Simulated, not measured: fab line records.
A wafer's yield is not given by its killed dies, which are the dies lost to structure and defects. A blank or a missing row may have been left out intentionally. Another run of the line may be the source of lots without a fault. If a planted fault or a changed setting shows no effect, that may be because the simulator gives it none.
Split-lot experiment + flow n5-finfet + 21 wafers read from 7 lots, route of 1938 steps

SPLIT DETAILS
At N5_BEOL_M0_SAQP_COAT_08 (resist thk 90 nm), the setting spin-rpm was moved away from the recipe's 1500 rpm on 6 of the 21 wafers read, by -11.1% to +10.7%. This setting was run at the recipe's value on the other wafers.

The reading comes from the split's own step.

THE READING
CAR-ArF_of_BEOL_M0_SAQP_COAT_08.thk-nm (the simulator's own value, which no gauge read), in nm, at N5_BEOL_M0_SAQP_COAT_08 (resist thk 90 nm). There is no usual value for it anywhere in the file. The 15 wafers here that ran the recipe average 89.9 nm, standard deviation 0.21 nm.

| wafer  | tool, chamber at the split | spin-rpm as run, rpm | against the recipe | CAR-ArF_of_BEOL_M0_SAQP_COAT_08.thk-nm, nm | against lot-mates on the recipe |
|--------|----------------------------|----------------------|--------------------|--------------------------------------------|---------------------------------|
| L074.2 | litho-track-03, 0          | 1589                 | +5.9%              | 87.2                                       | -2.6                            |
| L074.5 | litho-track-03, 0          | 1589                 | +5.9%              | 87                                         | -2.8                            |
| L074.6 | litho-track-03, 0          | 1500                 | recipe             | 89.8                                       | -                               |
| L082.1 | litho-track-03, 0          | 1500                 | recipe             | 90                                         | -                               |
| L082.3 | litho-track-03, 0          | 1500                 | recipe             | 89.8                                       | -                               |
| L082.5 | litho-track-03, 0          | 1334                 | -11.1%             | 95.6                                       | +5.7                            |
| L089.2 | litho-track-03, 0          | 1425                 | -5.0%              | 92.6                                       | +2.4                            |
| L089.3 | litho-track-03, 0          | 1500                 | recipe             | 90.2                                       | -                               |
| L089.5 | litho-track-03, 0          | 1500                 | recipe             | 90.2                                       | -                               |
| L090.3 | litho-track-03, 0          | 1500                 | recipe             | 89.8                                       | -                               |
| L090.5 | litho-track-03, 0          | 1500                 | recipe             | 90.2                                       | -                               |
| L090.6 | litho-track-03, 0          | 1351                 | -9.9%              | 94.8                                       | +4.8                            |
| L093.1 | litho-track-04, 0          | 1500                 | recipe             | 90.2                                       | -                               |
| L093.4 | litho-track-04, 0          | 1500                 | recipe             | 89.6                                       | -                               |
| L093.6 | litho-track-04, 0          | 1500                 | recipe             | 90                                         | -                               |
| L094.1 | litho-track-04, 0          | 1500                 | recipe             | 89.8                                       | -                               |
| L094.3 | litho-track-04, 0          | 1661                 | +10.7%             | 85.2                                       | -4.5                            |
| L094.4 | litho-track-04, 0          | 1500                 | recipe             | 89.6                                       | -                               |
| L097.1 | litho-track-04, 0          | 1500                 | recipe             | 90.2                                       | -                               |
| L097.3 | litho-track-04, 0          | 1500                 | recipe             | 90                                         | -                               |
| L097.4 | litho-track-04, 0          | 1500                 | recipe             | 89.8                                       | -                               |

THE FIT
A straight line over all 21 wafers: CAR-ArF_of_BEOL_M0_SAQP_COAT_08.thk-nm changes by -0.483 nm for each +1% of spin-rpm; r = -1.00; the points scatter about the line by 0.23 nm.
The same after taking each lot's own level away (the mean of its wafers on the recipe; 21 wafers): -0.47 nm for each +1%; r = -1.00; scatter 0.22 nm.
Per that fit: largest spin-rpm move, reading shift of 5.2 nm.
From 89.70 to 90.20 nm: that is the span of the lots' own levels, equal to 2.4 times the standard deviation above.
The two slopes agree, so the slope changes little with the lot-to-lot level.
Check: for one of the wafers moved furthest among these (-11.1%), held out of the fit, the line's prediction against its lot-mates is +5.06 nm. Against them it came out at +5.7 nm.

THE OTHER SPLITS THESE WAFERS WENT THROUGH
Before the reading, these wafers also passed through other splits. Each is held against what the fit with the lots' levels taken away leaves over:
| other split on the same wafers             | wafers away from the commonest value | r with CAR-ArF_of_BEOL_M0_SAQP_COAT_08.thk-nm (lot level and that fit taken away) |
|--------------------------------------------|--------------------------------------|-----------------------------------------------------------------------------------|
| N5_HKMG_FIN_ETCH_54 bias-w                 | 8                                    | -0.15                                                                             |
| N5_GATE_CUT_COAT_27 spin-rpm               | 7                                    | -0.28                                                                             |
| N5_GATE_CUT_EXPOSE_10 dose-mj              | 7                                    | +0.00                                                                             |
| N5_MOL_CONTACT_COAG_CONTACT_ETCH_14 time-s | 9                                    | +0.42                                                                             |
| N5_MOL_CONTACT_COAG_EXPOSE_81 dose-mj      | 7                                    | -0.09                                                                             |
| N5_MOL_CONTACT_COAG_ETCH_91 time-s         | 8                                    | -0.16                                                                             |
| N5_BEOL_M0_SAQP_PECVD_96 time-s            | 9                                    | -0.51                                                                             |

THE FILE'S OWN FIT
CAR-ArF_of_BEOL_M0_SAQP_COAT_08.thk-nm changes by -0.472 nm for each +1% of spin-rpm, r = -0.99.
